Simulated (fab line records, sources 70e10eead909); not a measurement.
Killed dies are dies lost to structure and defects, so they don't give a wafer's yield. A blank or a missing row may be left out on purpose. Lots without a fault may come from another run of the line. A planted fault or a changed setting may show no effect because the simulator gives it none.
A struck lot beside a sound one | flow nand_harc | 15 steps out of a route of 1159
Sound: wafers L929.1, L929.2, L929.5. Struck: wafer L920.1. (L920.2, L920.3 of the same lot were not struck and are left out.) The cause comes at the end.
At each step with rows: each side's tool, then ch and its chambers, then its first start. Under that, the readings that differ: sound wafers | struck wafers | difference of the means | sigmas: that difference in standard deviations of wafers without a fault.
alike: readings whose means differ by less than 2 such deviations, and words and numbers that are the same on both sides. not compared: withheld readings, readings that some wafer has no value for, bounds like >300 that may hide the same value, and numbers for which the record gives no deviation and whose values overlap.
The two part at a step that has a row with sigmas, a row that says differs or no value, or rows on one side only. Numbers that don't overlap but have no deviation are shown without sigmas and don't part them. A reading that every wafer of one side lacks parts them only if that side has two wafers or more.

NHARC_A_M0_OVL_MEAS_10: pitch 160 nm.
  sound on overlay-01, day 22 01:23; struck on overlay-01, day 19 21:41
  alike: overlay_x_nm, overlay_y_nm
NHARC_A_M0_INSPECT_11:
  sound on defect_inspect-02, day 22 01:25; struck on defect_inspect-02, day 19 21:44
  reading          | sound    | struck | difference | sigmas
  raw_defect_count | 18 12 18 | 46     | +30        | +2
NHARC_A_M0_DESCUM_14: chemistry O2, time 3 s.
  sound on rie_diel-04 ch 0,1,3, day 22 01:29; struck on rie_diel-11 ch 2, day 19 21:47
  alike: drypump_motor_current_A, oes_product_au, rf_vpp_V, showerhead_plenum_p_Torr, throttle_valve_pct
  not compared: rf_hours_counter_h
NHARC_A_M0_ETCH_34: etches the open film in N2/H2, target depth 40 nm, overetch 12 nm, time 43.94 s.
  sound on rie_diel-04 ch 2,3, day 22 01:34; struck on rie_diel-11 ch 0, day 19 21:52
  reading               | sound             | struck | difference | sigmas
  oes_product_au (a.u.) | 1.002 1.028 1.009 | 0.990  | -0.023     | -2
  alike: drypump_motor_current_A, h2_flow_sccm, rf_fwd_power_W, rf_vpp_V, showerhead_plenum_p_Torr, throttle_valve_pct
  not compared: rf_hours_counter_h
NHARC_A_M0_ETCH_15: etches the open film in C4F8/Ar, target depth 150 nm, overetch 15 nm, time 82.5 s.
  sound on rie_diel-04 ch 1,3; struck on rie_diel-11 ch 1
  alike: oes_product_au, rf_fwd_power_W, rf_vpp_V
  not compared: rf_hours_counter_h
NHARC_A_M0_CD_MEAS_16:
  sound on cd_sem-01, day 22 01:47; struck on cd_sem-01, day 19 22:05
  alike: cd_nm
then, 2 steps without rows for these wafers: NHARC_A_M0_STRIP_18 (strips in N2/H2); NHARC_A_M0_STRIP_19 (strips in post etch residue remover, time 600 s).
NHARC_A_M0_DEGAS_28: time 60 s.
  sound on pvd_sputter-03, day 22 02:24; struck on pvd_sputter-03, day 19 22:46
  alike: heater_power_w
NHARC_A_M0_PRE_CLEAN_29: time 30 s.
  sound on pvd_sputter-03; struck on pvd_sputter-03
  alike: heater_power_w
then, 2 steps without rows for these wafers: NHARC_A_M0_PVD_20 (deposits TaN, target thk 5 nm, time 8.06 s); NHARC_A_M0_PVD_21 (deposits Cu, target thk 30 nm, time 20.49 s).
NHARC_A_M0_ECD_22: material Cu, target thk 400 nm.
  sound on ecd_cu-01 ch 0,1, day 22 02:46; struck on ecd_cu-02 ch 0,1, day 19 23:17
then, 1 step without rows for these wafers: NHARC_A_M0_ANNEAL_30 (time 90 s).
NHARC_A_M0_CMP_23: polishes, t overpolish 20 s, target thk 113.75 nm.
  sound on cmp-02 ch 1,2,3, day 22 03:29; struck on cmp-04 ch 0, day 20 00:03
  reading                | sound          | struck | difference | sigmas
  time_to_endpoint_s (s) | 31.3 26.4 27.9 | 9.7    | -18.8      | -7
  alike: motor_current_A

WHERE THEY PART
First at NHARC_A_M0_INSPECT_11; last, within this record, at NHARC_A_M0_CMP_23.

WHY: what the simulator had put in
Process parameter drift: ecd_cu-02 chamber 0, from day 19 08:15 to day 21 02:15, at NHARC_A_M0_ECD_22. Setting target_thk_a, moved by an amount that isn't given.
